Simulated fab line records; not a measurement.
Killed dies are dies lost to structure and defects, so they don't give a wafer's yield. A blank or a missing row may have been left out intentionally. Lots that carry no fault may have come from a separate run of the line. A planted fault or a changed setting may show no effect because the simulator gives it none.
Matching of chambers -- flow nand_harc -- rie_diel-10 running NHARC_A_BLC_STRIP_29: 4 sister chambers
The step strips in CF4. 22 wafers are shown with their chamber, then 11 later ones without.

## EACH WAFER AND ITS CHAMBER
wafer,chamber,showerhead_plenum_p_Torr (Torr),drypump_motor_current_A (A),oes_product_au (a.u.)
L168.1,0,1.84,5.98,1.018
L168.5,1,1.78,5.96,0.996
L168.6,0,1.84,6.01,1.010
L171.2,2,1.67,6.28,1.009
L171.3,1,1.78,5.91,1.009
L171.6,1,1.78,5.92,1.001
L176.1,2,1.66,6.29,1.019
L176.2,1,1.78,5.95,0.998
L176.6,3,1.88,6.22,1.010
L177.1,1,1.78,5.95,0.989
L177.2,3,1.88,6.20,0.993
L177.3,0,1.84,6.02,1.000
L181.1,0,1.84,6.01,1.013
L181.2,3,1.88,6.20,0.997
L181.4,1,1.78,5.88,1.001
L184.1,3,1.88,6.20,0.999
L184.3,0,1.84,6.02,1.023
L184.4,1,1.78,5.91,0.995
L186.1,3,1.88,6.24,0.991
L186.4,0,1.84,6.00,1.012
L186.5,1,1.78,5.93,0.989
L185.1,3,1.88,6.18,0.997

SIGNATURES, as means of the wafers listed above
reading,chamber 0,chamber 1,chamber 2,chamber 3,scatter within a chamber
showerhead_plenum_p_Torr,1.8400,1.7800,1.6650,1.8800,0.00167
drypump_motor_current_A,6.0067,5.9262,6.2850,6.2067,0.0215
oes_product_au,1.01267,0.99725,1.01400,0.99783,0.00701
Rule: distance of a wafer from a chamber = root of the sum over the readings of ((wafer's reading minus chamber's mean) / reading's scatter) squared. If the next closest chamber is less than 2 further off than the closest, the wafer can't be placed; otherwise it belongs to the closest. How the scatter is found: for the shown wafers, subtract from each reading the mean of its chamber, square and add these, divide the total by (wafers less chambers), then take the root.

## WAFERS WITHOUT THEIR CHAMBER
wafer,showerhead_plenum_p_Torr (Torr),drypump_motor_current_A (A),oes_product_au (a.u.)
L185.3,1.66,6.25,1.015
L185.4,1.78,5.96,0.983
L187.1,1.78,5.95,0.981
L187.4,1.66,6.29,1.014
L187.5,1.66,6.27,1.011
L188.2,1.66,6.24,1.020
L188.3,1.78,5.92,0.981
L188.6,1.84,6.02,1.005
L189.3,1.88,6.19,1.001
L189.5,1.84,6.01,1.007
L189.6,1.78,5.95,0.992

## CHAMBER TAKEN BY EACH
wafer,from the rows above,in truth
L185.3,2,2
L185.4,1,1
L187.1,1,1
L187.4,2,2
L187.5,2,2
L188.2,2,2
L188.3,1,1
L188.6,0,0
L189.3,3,3
L189.5,0,0
L189.6,1,1
11 of 11 placed correctly. Can't be placed from these rows: 0. Number placed wrongly: 0.
